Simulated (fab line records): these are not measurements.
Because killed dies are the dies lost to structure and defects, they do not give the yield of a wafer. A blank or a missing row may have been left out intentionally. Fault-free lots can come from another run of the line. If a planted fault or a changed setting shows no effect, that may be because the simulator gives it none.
Chamber matching | flow n5-finfet | 3 sister chambers for N5_BEOL_M8_PECVD_70 on pecvd-03
The step deposits SiO2 from TEOS/O2, target thk 20 nm, time 22.7 s. 6 wafers are shown with their chamber, then 12 later ones without.

== WAFERS PAIRED WITH THEIR CHAMBERS ==
wafer  | chamber | throttle-valve-pct (%) | showerhead-plenum-p-Torr (Torr)
L085.4 | 1       | 23.6                   | 8.71
L087.4 | 2       | 21.3                   | 8.79
L087.5 | 0       | 23.9                   | 8.76
L090.1 | 1       | 23.8                   | 8.71
L090.2 | 0       | 23.9                   | 8.74
L090.3 | 2       | 21.3                   | 8.81

== WAFERS WITH NO CHAMBER GIVEN ==
wafer  | throttle-valve-pct (%) | showerhead-plenum-p-Torr (Torr)
L090.4 | 23.9                   | 8.71
L090.5 | 21.2                   | 8.78
L090.6 | 24.3                   | 8.76
L091.4 | 23.7                   | 8.70
L091.5 | 24.1                   | 8.74
L091.6 | 20.9                   | 8.80
L094.4 | 23.9                   | 8.68
L094.5 | 24.2                   | 8.75
L094.6 | 21.3                   | 8.80
L095.1 | 24.0                   | 8.73
L095.2 | 21.3                   | 8.81
L095.4 | 23.9                   | 8.67

== EACH ONE'S CHAMBER ==
wafer  | from the rows above     | in truth
L090.4 | can't be placed: 1 or 0 | 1
L090.5 | 2                       | 2
L090.6 | 0                       | 0
L091.4 | 1                       | 1
L091.5 | 0                       | 0
L091.6 | 2                       | 2
L094.4 | 1                       | 1
L094.5 | 0                       | 0
L094.6 | 2                       | 2
L095.1 | can't be placed: 0 or 1 | 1
L095.2 | 2                       | 2
L095.4 | 1                       | 1
Placed correctly: 10 of 12. These rows do not allow placing 2 (true chamber among the candidates in 2). 0 placed wrongly.
How it was worked out, from the rows above alone: a wafer's distance from a chamber is the root of the sum, over the readings, of the square of ((its reading less the chamber's mean) divided by the reading's scatter). The wafer belongs to the nearest chamber; if the next one is less than 2 further off, it can't be placed. The mean given for a chamber averages the wafers shown for that chamber. The scatter: the root of (the sum of the squares of (reading less its chamber's mean) over the shown wafers, divided by (wafers less chambers)).
